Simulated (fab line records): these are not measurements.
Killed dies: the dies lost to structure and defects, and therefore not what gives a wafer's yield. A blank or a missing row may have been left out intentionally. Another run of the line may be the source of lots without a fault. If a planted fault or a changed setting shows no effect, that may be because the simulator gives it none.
fab line records	flow nand-harc	part 1 of 2: steps 1 to 4 of 6
[record] lots = 23	wafers = 69	last-day = 34
route steps=1302 shown A_CONTACT@1045
lots untouched by any fault: they come from a run of this same line in which no faults occurred
start-h: hours from the record's first day to the start of the lot's first wafer shown	wait-h: hours elapsed since this lot's preceding step	" repeats the value in the row above	L1.1+2: a single row standing in for several wafers	- no value, or no start was given	* or withheld: withheld	< > ~ a bound
route shown NAME@n: NAME is a module with steps in the file, n the number in the route of the first one	usual: mean and standard deviation over wafers with no fault	same: alike in all rows	chamber/n: place in a boat	sites: per-site readings	_std_site: the standard deviation of these	_edge_site: outer sites' mean less inner sites'	radius-mm: how far each site lies from the wafer's centre	mask NAME#n: copy n	behind: the most recent tool/chamber to have shaped the wafer	hold: cause of the lot's hold/its duration in hours/its outcome	device: whichever transistor did not switch (one of n, p or np)	end of line: at the end of the route, the tests of the same wafers	a step without rows: its recipe alone	killed: dies lost to structure and defects at the first sort, not the wafer's yield	map: dies across one wafer; x = killed, . = not, _ = none there
set.NAME: the setting that was run; set.NAME@STEP: the one run at that earlier step	model.NAME: the simulator's own value behind a step, which no gauge read
one table for each step of the route and one row for each wafer, over a sample of lots
services: from which hour (start-h, from the record's first day; less than 0 if before it) a tool's chamber was out of use, for how many hours, and why
[[steps]]
[step NHARC_A_CONTACT_ETCH_77]
[recipe] target-depth-a = 1089	time-s = 54.5	cf4-flow-sccm = 100	chf3-flow-sccm = 30	ar-flow-sccm = 0	rf-w = 500	bias-w = 200	chemistry = CF4/CHF3
[usual] drypump-motor-current-A = 5.8/0.44	oes-product-au = 0.948/0.022	rf-vpp-V = 371.1/2.2	showerhead-plenum-p-Torr = 1.59/0.058	throttle-valve-pct = 16.803/0.0085
lot.wafer	tool	chamber	start-h	wait-h	drypump-motor-current-A	oes-product-au	rf-hours-counter-h	rf-vpp-V	showerhead-plenum-p-Torr	throttle-valve-pct
L074.1	rie-diel-03	3	-	-	6.0	0.960	6	371.9	1.61	16.814
L074.3	"	0	"	"	6.1	0.949	4	372.1	1.68	16.796
L074.2	"	1	"	"	5.2	0.955	6	374.6	1.68	16.802
L075.3	rie-diel-03	1	-	-	5.2	0.972	15	373.6	1.68	16.805
L075.2	"	2	"	"	6.8	0.954	7	372.3	1.60	16.797
L075.6	"	0	"	"	6.1	0.954	-	374.9	1.68	16.807
L076.1	rie-diel-11	3	-	-	5.9	0.930	11	372.8	1.65	16.798
L076.5	"	3	"	"	5.9	0.928	-	373.4	1.65	16.780
L076.6	"	0	"	"	4.9	0.929	-	369.9	1.52	16.809
L078.3	rie-diel-11	3	-	-	5.8	0.925	16	372.8	1.65	16.801
L078.5	"	2	"	"	5.8	0.943	-	369.9	1.54	16.796
L078.6	"	3	"	"	5.8	0.932	-	373.2	1.65	16.803
L077.4	rie-diel-11	3	-	-	5.8	0.974	17	371.7	1.65	16.811
L077.3	"	0	"	"	4.9	0.969	16	371.1	1.52	16.796
L077.5	"	3	"	"	5.8	0.976	-	374.6	1.65	16.800
L079.1	rie-diel-11	1	-	-	5.7	0.947	18	371.8	1.62	16.825
L079.6	"	1	"	"	5.7	0.965	-	371.9	1.62	16.787
L079.5	"	2	"	"	5.8	0.965	-	369.1	1.53	16.814
L081.3	rie-diel-11	2	-	-	5.8	0.944	20	368.9	1.53	16.795
L081.2	"	3	"	"	5.8	0.931	19	373.2	1.65	16.799
L081.4	"	1	"	"	5.7	0.947	20	371.1	1.62	16.807
L080.4	rie-diel-03	2	-	-	6.8	0.952	29	372.7	1.60	16.809
L080.1	"	0	"	"	6.1	0.961	33	373.5	1.67	16.802
L080.5	"	1	"	"	5.2	0.950	-	374.8	1.68	16.796
L084.2	rie-diel-11	1	-	-	5.7	0.918	25	370.9	1.62	16.803
L084.1	"	2	"	"	5.9	0.944	26	369.9	1.53	16.796
L084.6	"	2	"	"	5.8	0.925	-	370.0	1.53	16.810
L083.4	rie-diel-11	1	-	-	5.7	0.921	28	371.1	1.62	16.798
L083.1	"	2	"	"	5.8	0.934	28	369.5	1.53	16.791
L083.2	"	3	"	"	5.8	0.969	25	373.9	1.65	16.778
L086.4	rie-diel-10	0	-	-	5.9	0.975	1	368.7	1.57	16.809
L086.1	"	1	"	"	5.8	0.981	1	373.6	1.65	16.809
L086.5	"	3	"	"	5.3	0.970	-	369.0	1.57	16.807
L085.2	rie-diel-11	1	-	-	5.7	0.969	1	372.0	1.62	16.806
L085.4	"	2	"	"	5.8	0.969	1	367.2	1.53	16.794
L085.5	"	2	"	"	5.8	0.977	-	368.6	1.53	16.803
L087.2	rie-diel-10	3	-	-	5.3	0.994	6	370.0	1.57	16.807
L087.3	"	0	"	"	5.9	0.970	5	372.0	1.56	16.795
L087.1	"	1	"	"	5.8	0.961	5	373.0	1.65	16.810
L090.4	rie-diel-10	1	-	-	5.8	0.978	17	373.5	1.65	16.804
L090.3	"	2	"	"	6.3	0.969	20	367.2	1.49	16.800
L090.5	"	0	"	"	5.9	0.965	-	371.0	1.56	16.802
L091.2	rie-diel-11	1	-	-	5.7	0.923	8	371.4	1.62	16.807
L091.1	"	2	"	"	5.9	0.932	8	369.3	1.53	16.800
L091.6	"	2	"	"	5.8	0.921	-	368.8	1.53	16.812
L089.3	rie-diel-03	3	-	-	6.0	0.971	2	371.7	1.60	16.783
L089.1	"	1	"	"	5.2	0.943	2	375.8	1.67	16.802
L089.5	"	3	"	"	6.1	0.975	-	371.2	1.60	16.792
L088.2	rie-diel-10	2	-	-	6.3	0.930	22	366.6	1.49	16.793
L088.3	"	0	"	"	5.9	0.928	19	370.1	1.56	16.812
L088.5	"	3	"	"	5.4	0.929	-	369.7	1.57	16.810
L092.2	rie-diel-11	1	-	-	5.7	0.937	11	373.0	1.62	16.810
L092.6	"	3	"	"	5.8	0.941	-	372.8	1.64	16.810
L092.5	"	0	"	"	4.9	0.939	-	368.4	1.52	16.811
L094.1	rie-diel-10	1	-	-	5.8	0.929	34	372.8	1.64	16.793
L094.3	"	2	"	"	6.3	0.924	35	367.7	1.49	16.813
L094.4	"	0	"	"	5.8	0.927	36	370.7	1.56	16.799
L093.4	rie-diel-11	1	-	-	5.7	0.915	15	371.1	1.61	16.798
L093.1	"	0	"	"	4.9	0.916	12	368.3	1.52	16.807
L093.5	"	2	"	"	5.8	0.928	-	369.4	1.53	16.800
L095.2	rie-diel-11	3	-	-	5.8	0.955	15	373.1	1.64	16.807
L095.3	"	1	"	"	5.7	0.991	16	372.7	1.61	16.800
L095.6	"	3	"	"	5.8	0.956	-	373.0	1.64	16.794
L096.4	rie-diel-11	1	-	-	5.7	0.971	18	371.9	1.61	16.796
L096.6	"	1	"	"	5.7	0.959	-	371.2	1.61	16.787
L096.5	"	2	"	"	5.8	0.985	-	369.3	1.53	16.797
L097.4	rie-diel-11	2	-	-	5.8	0.938	24	368.7	1.53	16.805
L097.2	"	0	"	"	4.9	0.915	20	369.3	1.51	16.795
L097.1	"	1	"	"	5.7	0.918	22	371.3	1.61	16.805
[step NHARC_A_CONTACT_CD_MEAS_80]
[usual] cd-nm = 289.7/0.87
lot.wafer	tool	chamber	start-h	wait-h	cd-nm
L074.1	cd-sem-01	-	495.69	-	289.1
L074.2	"	-	"	"	289.4
L074.3	"	-	"	"	289.9
L075.2	cd-sem-02	-	520.03	-	290.5
L075.3	"	-	"	"	290.2
L075.6	"	-	"	"	290.3
L076.1	cd-sem-01	-	521.15	-	289.0
L076.5	"	-	"	"	289.2
L076.6	"	-	"	"	289.0
L078.3	cd-sem-01	-	538.09	-	290.4
L078.5	"	-	"	"	290.3
L078.6	"	-	"	"	290.3
L077.3	cd-sem-02	-	538.85	-	288.0
L077.4	"	-	"	"	287.7
L077.5	"	-	"	"	287.4
L079.1	cd-sem-03	-	539.82	-	289.5
L079.5	"	-	"	"	289.0
L079.6	"	-	"	"	289.1
L081.2	cd-sem-02	-	562.01	-	289.2
L081.3	"	-	"	"	289.2
L081.4	"	-	"	"	289.1
L080.1	cd-sem-02	-	579.38	-	289.6
L080.4	"	-	"	"	289.5
L080.5	"	-	"	"	289.9
L084.1	cd-sem-03	-	597.03	-	288.1
L084.2	"	-	"	"	287.8
L084.6	"	-	"	"	287.4
L083.1	cd-sem-02	-	605.17	-	291.5
L083.2	"	-	"	"	291.4
L083.4	"	-	"	"	291.6
L086.1	cd-sem-01	-	615.20	-	289.3
L086.4	"	-	"	"	289.2
L086.5	"	-	"	"	289.1
L085.2	cd-sem-03	-	626.74	-	290.1
L085.4	"	-	"	"	289.7
L085.5	"	-	"	"	290.4
L087.1	cd-sem-02	-	629.25	-	290.6
L087.2	"	-	"	"	290.5
L087.3	"	-	"	"	290.2
L090.3	cd-sem-02	-	658.01	-	290.2
L090.4	"	-	"	"	290.1
L090.5	"	-	"	"	290.0
L091.1	cd-sem-02	-	661.27	-	289.1
L091.2	"	-	"	"	289.0
L091.6	"	-	"	"	289.3
L089.1	cd-sem-03	-	661.55	-	289.7
L089.3	"	-	"	"	289.4
L089.5	"	-	"	"	289.6
L088.2	cd-sem-02	-	663.23	-	289.0
L088.3	"	-	"	"	289.7
L088.5	"	-	"	"	289.3
L092.2	cd-sem-01	-	683.47	-	289.3
L092.5	"	-	"	"	290.2
L092.6	"	-	"	"	289.1
L094.1	cd-sem-03	-	699.72	-	290.5
L094.3	"	-	"	"	290.4
L094.4	"	-	"	"	290.7
L093.1	cd-sem-02	-	700.69	-	291.0
L093.4	"	-	"	"	290.4
L093.5	"	-	"	"	291.3
L095.2	cd-sem-01	-	706.89	-	288.9
L095.3	"	-	"	"	288.9
L095.6	"	-	"	"	288.8
L096.4	cd-sem-03	-	731.41	-	289.7
L096.5	"	-	"	"	290.3
L096.6	"	-	"	"	290.1
L097.1	cd-sem-02	-	753.91	-	289.5
L097.2	"	-	"	"	289.5
L097.4	"	-	"	"	289.6
[step NHARC_A_CONTACT_ETCH_31]
[recipe] target-depth-a = 28000	over-etch-frac = 0.3	time-s = 728	ion-energy-ev = 150	o2-flow-sccm = 400	cos-flow-sccm = 20	ar-flow-sccm = 0	rf-w = 500	bias-w = 300	chemistry = O2/COS
[usual] drypump-motor-current-A = 5.8/0.51	oes-product-au = 1.001/0.0079	rf-vpp-V = 314.8/1.9	showerhead-plenum-p-Torr = 3.17/0.11	throttle-valve-pct = 28.330/0.0095
lot.wafer	tool	chamber	start-h	wait-h	drypump-motor-current-A	oes-product-au	rf-hours-counter-h	rf-vpp-V	showerhead-plenum-p-Torr	throttle-valve-pct
L074.2	rie-diel-10	2	-	-	6.3	1.006	25	314.1	2.99	28.337
L074.3	"	0	"	"	5.9	1.007	10	314.4	3.12	28.342
L074.1	"	1	"	"	5.8	0.994	25	315.2	3.30	28.348
L075.3	rie-diel-03	2	-	-	6.9	0.997	14	315.2	3.18	28.336
L075.2	"	0	"	"	6.1	0.985	17	317.0	3.33	28.325
L075.6	"	1	"	"	5.2	0.995	-	316.8	3.33	28.335
L076.1	rie-diel-11	1	-	-	5.7	1.002	16	316.5	3.22	28.327
L076.6	"	2	"	"	5.8	1.006	-	312.6	3.05	28.343
L076.5	"	3	"	"	5.8	0.999	-	316.5	3.27	28.332
L078.3	rie-diel-03	0	-	-	6.1	0.990	24	315.1	3.33	28.310
L078.5	"	0	"	"	6.1	0.993	-	318.5	3.33	28.326
L078.6	"	1	"	"	5.2	1.008	-	316.7	3.33	28.329
L077.3	rie-diel-03	3	-	-	6.0	1.014	29	315.5	3.19	28.347
L077.4	"	0	"	"	6.1	0.986	25	317.2	3.33	28.320
L077.5	"	3	"	"	6.1	1.005	-	315.7	3.19	28.317
L079.1	rie-diel-03	0	-	-	6.1	0.992	25	317.8	3.33	28.343
L079.6	"	0	"	"	6.1	0.989	-	317.9	3.33	28.327
L079.5	"	1	"	"	5.2	0.993	-	317.7	3.33	28.318
L081.3	rie-diel-10	3	-	-	5.3	1.006	50	314.1	3.12	28.334
L081.4	"	1	"	"	5.8	1.004	44	315.5	3.29	28.340
L081.2	"	2	"	"	6.3	1.012	49	312.6	2.97	28.323
L080.1	rie-diel-11	1	-	-	5.7	1.003	23	315.1	3.21	28.322
L080.4	"	3	"	"	5.8	0.993	23	316.0	3.27	28.324
L080.5	"	0	"	"	4.9	1.005	-	313.3	3.02	28.345
L084.2	rie-diel-03	3	-	-	6.1	1.016	44	313.6	3.18	28.324
L084.1	"	0	"	"	6.1	0.997	44	317.8	3.32	28.334
L084.6	"	1	"	"	5.2	1.009	-	316.0	3.32	28.333
L083.2	rie-diel-03	2	-	-	6.8	1.003	44	315.4	3.16	28.321
L083.4	"	3	"	"	6.1	1.011	50	315.9	3.18	28.317
L083.1	"	0	"	"	6.1	0.990	48	316.8	3.31	28.323
L086.1	rie-diel-11	2	-	-	5.9	1.002	0	312.1	3.04	28.334
L086.4	"	3	"	"	5.8	1.002	0	317.5	3.27	28.335
L086.5	"	2	"	"	5.9	0.999	-	313.5	3.04	28.331
L085.2	rie-diel-11	3	-	-	5.8	1.005	2	317.0	3.27	28.323
L085.4	"	3	"	"	5.8	0.993	-	316.6	3.27	28.312
L085.5	"	1	"	"	5.7	1.004	-	315.1	3.21	28.341
L087.1	rie-diel-11	0	-	-	4.9	0.998	2	312.5	3.01	28.331
L087.3	"	2	"	"	5.8	1.009	3	312.0	3.04	28.334
L087.2	"	3	"	"	5.8	1.002	3	316.7	3.27	28.326
L090.3	rie-diel-03	2	-	-	6.9	1.017	5	314.7	3.16	28.341
L090.4	"	3	"	"	6.1	1.002	-	315.1	3.18	28.324
L090.5	"	2	"	"	6.9	1.009	-	314.9	3.16	28.318
L091.2	rie-diel-11	3	-	-	5.8	1.001	8	315.8	3.26	28.315
L091.1	"	0	"	"	4.9	0.995	7	312.3	3.01	28.307
L091.6	"	2	"	"	5.8	1.009	-	312.4	3.04	28.308
L089.1	rie-diel-11	3	-	-	5.9	0.991	9	316.3	3.26	28.330
L089.3	"	2	"	"	5.9	1.015	10	312.5	3.04	28.336
L089.5	"	0	"	"	4.9	1.001	-	311.4	3.01	28.328
L088.3	rie-diel-10	1	-	-	5.9	0.993	24	314.9	3.27	28.332
L088.2	"	2	"	"	6.3	1.009	27	312.6	2.96	28.321
L088.5	"	1	"	"	5.9	1.008	-	315.3	3.27	28.334
L092.2	rie-diel-11	1	-	-	5.7	0.993	13	314.5	3.20	28.319
L092.6	"	1	"	"	5.7	1.003	-	315.3	3.20	28.342
L092.5	"	2	"	"	5.8	1.008	-	312.2	3.03	28.318
L094.1	rie-diel-03	3	-	-	6.1	0.996	15	314.2	3.17	28.322
L094.4	"	0	"	"	6.1	0.996	14	317.3	3.30	28.325
L094.3	"	1	"	"	5.2	0.996	21	316.7	3.30	28.317
L093.4	rie-diel-11	3	-	-	5.8	0.994	16	315.1	3.26	28.339
L093.1	"	2	"	"	5.9	1.009	17	313.1	3.03	28.343
L093.5	"	3	"	"	5.9	0.995	-	316.5	3.26	28.340
L095.3	rie-diel-11	2	-	-	5.8	1.000	18	311.8	3.03	28.333
L095.2	"	3	"	"	5.8	0.996	17	314.7	3.26	28.321
L095.6	"	2	"	"	5.8	1.008	-	311.8	3.03	28.341
L096.4	rie-diel-10	3	-	-	5.4	0.992	45	313.1	3.09	28.340
L096.6	"	3	"	"	5.3	0.991	-	313.4	3.09	28.339
L096.5	"	0	"	"	5.9	1.009	-	313.8	3.08	28.317
L097.2	rie-diel-11	3	-	-	5.8	1.001	24	317.9	3.26	28.335
L097.1	"	0	"	"	4.9	0.987	23	312.7	3.00	28.326
L097.4	"	1	"	"	5.7	1.004	25	314.7	3.20	28.334
[step NHARC_A_CONTACT_ETCH_98]
[recipe] target-depth-a = 200	over-etch-frac = 0.5	time-s = 10	ion-energy-ev = 250	c4f6-flow-sccm = 25	o2-flow-sccm = 20	ar-flow-sccm = 500	rf-w = 600	bias-w = 500	chemistry = C4F6/O2
[usual] drypump-motor-current-A = 5.7/0.46	oes-product-au = 0.954/0.022	rf-vpp-V = 547.3/2.9	showerhead-plenum-p-Torr = 3.94/0.14	throttle-valve-pct = 26.904/0.0086
lot.wafer	tool	chamber	start-h	wait-h	drypump-motor-current-A	oes-product-au	rf-hours-counter-h	rf-vpp-V	showerhead-plenum-p-Torr	throttle-valve-pct
L074.1	rie-diel-11	3	-	-	5.8	0.938	9	550.8	4.11	26.903
L074.3	"	0	"	"	4.9	0.947	10	545.0	3.80	26.916
L074.2	"	1	"	"	5.7	0.954	11	549.3	4.04	26.906
L075.2	rie-diel-11	2	-	-	5.8	1.012	17	545.4	3.83	26.906
L075.3	"	3	"	"	5.8	1.002	15	550.9	4.11	26.913
L075.6	"	0	"	"	4.9	1.003	-	545.4	3.80	26.907
L076.1	rie-diel-10	1	-	-	5.8	0.956	33	550.4	4.13	26.899
L076.5	"	1	"	"	5.8	0.937	-	551.9	4.13	26.885
L076.6	"	2	"	"	6.4	0.938	-	543.1	3.75	26.890
L078.3	rie-diel-11	3	-	-	5.9	0.961	19	550.1	4.10	26.916
L078.6	"	3	"	"	5.8	0.957	-	550.5	4.10	26.899
L078.5	"	0	"	"	4.9	0.976	-	543.2	3.80	26.901
L077.4	rie-diel-03	3	-	-	6.1	0.954	30	548.3	4.01	26.908
L077.3	"	2	"	"	6.9	0.946	23	548.5	3.99	26.901
L077.5	"	0	"	"	6.1	0.928	-	551.5	4.17	26.903
L079.1	rie-diel-11	0	-	-	4.9	0.953	18	544.1	3.80	26.906
L079.6	"	0	"	"	4.9	0.946	-	544.7	3.80	26.894
L079.5	"	1	"	"	5.7	0.935	-	548.8	4.04	26.904
L081.3	rie-diel-11	3	-	-	5.8	0.948	22	549.9	4.10	26.915
L081.2	"	0	"	"	4.9	0.956	20	545.0	3.80	26.911
L081.4	"	2	"	"	5.8	0.937	22	544.2	3.83	26.909
L080.1	rie-diel-11	2	-	-	5.8	0.964	24	544.1	3.83	26.893
L080.4	"	1	"	"	5.7	0.963	24	550.6	4.03	26.897
L080.5	"	2	"	"	5.8	0.976	-	544.4	3.83	26.924
L084.2	rie-diel-11	3	-	-	5.8	0.948	26	550.1	4.10	26.905
L084.1	"	1	"	"	5.7	0.951	29	549.1	4.03	26.899
L084.6	"	0	"	"	4.9	0.964	-	543.3	3.79	26.889
L083.4	rie-diel-03	1	-	-	5.2	0.945	52	552.3	4.16	26.905
L083.1	"	3	"	"	6.1	0.959	51	549.5	4.00	26.899
L083.2	"	0	"	"	6.1	0.938	48	552.2	4.16	26.905
L086.4	rie-diel-10	2	-	-	6.4	0.944	5	545.1	3.74	26.907
L086.1	"	3	"	"	5.4	0.941	6	546.6	3.91	26.895
L086.5	"	2	"	"	6.4	0.943	-	542.5	3.74	26.898
L085.4	rie-diel-03	2	-	-	6.9	0.921	53	547.6	3.97	26.899
L085.2	"	3	"	"	6.1	0.958	57	548.2	3.99	26.894
L085.5	"	0	"	"	6.1	0.933	-	552.7	4.15	26.906
L087.3	rie-diel-11	3	-	-	5.8	0.925	3	551.2	4.10	26.908
L087.2	"	0	"	"	4.9	0.948	2	545.1	3.79	26.911
L087.1	"	2	"	"	5.8	0.935	3	544.6	3.82	26.900
L090.3	rie-diel-11	3	-	-	5.8	0.933	8	551.2	4.09	26.909
L090.4	"	2	"	"	5.9	0.952	9	543.3	3.82	26.894
L090.5	"	3	"	"	5.9	0.946	-	550.4	4.09	26.908
L091.1	rie-diel-11	1	-	-	5.7	0.929	10	549.9	4.02	26.915
L091.2	"	2	"	"	5.9	0.928	10	544.7	3.82	26.912
L091.6	"	0	"	"	4.9	0.920	-	545.2	3.79	26.905
L089.3	rie-diel-10	0	-	-	5.9	0.960	24	546.0	3.89	26.893
L089.1	"	2	"	"	6.3	0.975	27	543.6	3.72	26.918
L089.5	"	3	"	"	5.3	0.961	-	547.5	3.90	26.895
L088.3	rie-diel-11	1	-	-	5.7	0.938	10	548.4	4.02	26.901
L088.2	"	2	"	"	5.8	0.951	10	544.2	3.82	26.897
L088.5	"	0	"	"	4.9	0.941	-	544.6	3.79	26.896
L092.2	rie-diel-10	2	-	-	6.4	0.992	33	543.7	3.72	26.916
L092.5	"	2	"	"	6.4	1.008	-	541.6	3.72	26.908
L092.6	"	3	"	"	5.4	1.009	-	547.0	3.90	26.901
L094.4	rie-diel-11	3	-	-	5.9	0.992	16	549.7	4.09	26.892
L094.1	"	0	"	"	4.9	0.991	14	544.0	3.78	26.904
L094.3	"	1	"	"	5.7	0.994	17	548.9	4.02	26.906
L093.4	rie-diel-10	3	-	-	5.4	0.934	36	545.1	3.89	26.897
L093.1	"	0	"	"	5.9	0.939	39	544.6	3.88	26.906
L093.5	"	2	"	"	6.4	0.946	-	541.9	3.72	26.902
L095.3	rie-diel-11	2	714.09	0.1	5.9	0.953	19	545.1	3.81	26.898
L095.2	"	0	"	"	4.9	0.952	15	544.0	3.78	26.910
L095.6	"	3	"	"	5.9	0.953	-	550.6	4.09	26.897
L096.4	rie-diel-10	3	-	-	5.3	0.957	46	546.3	3.89	26.900
L096.6	"	3	"	"	5.3	0.963	-	545.6	3.89	26.901
L096.5	"	0	"	"	5.9	0.964	-	545.6	3.88	26.918
L097.1	rie-diel-11	0	-	-	4.9	0.946	23	542.3	3.78	26.914
L097.2	"	1	"	"	5.7	0.945	25	549.2	4.01	26.912
L097.4	"	2	"	"	5.8	0.936	27	543.7	3.81	26.890
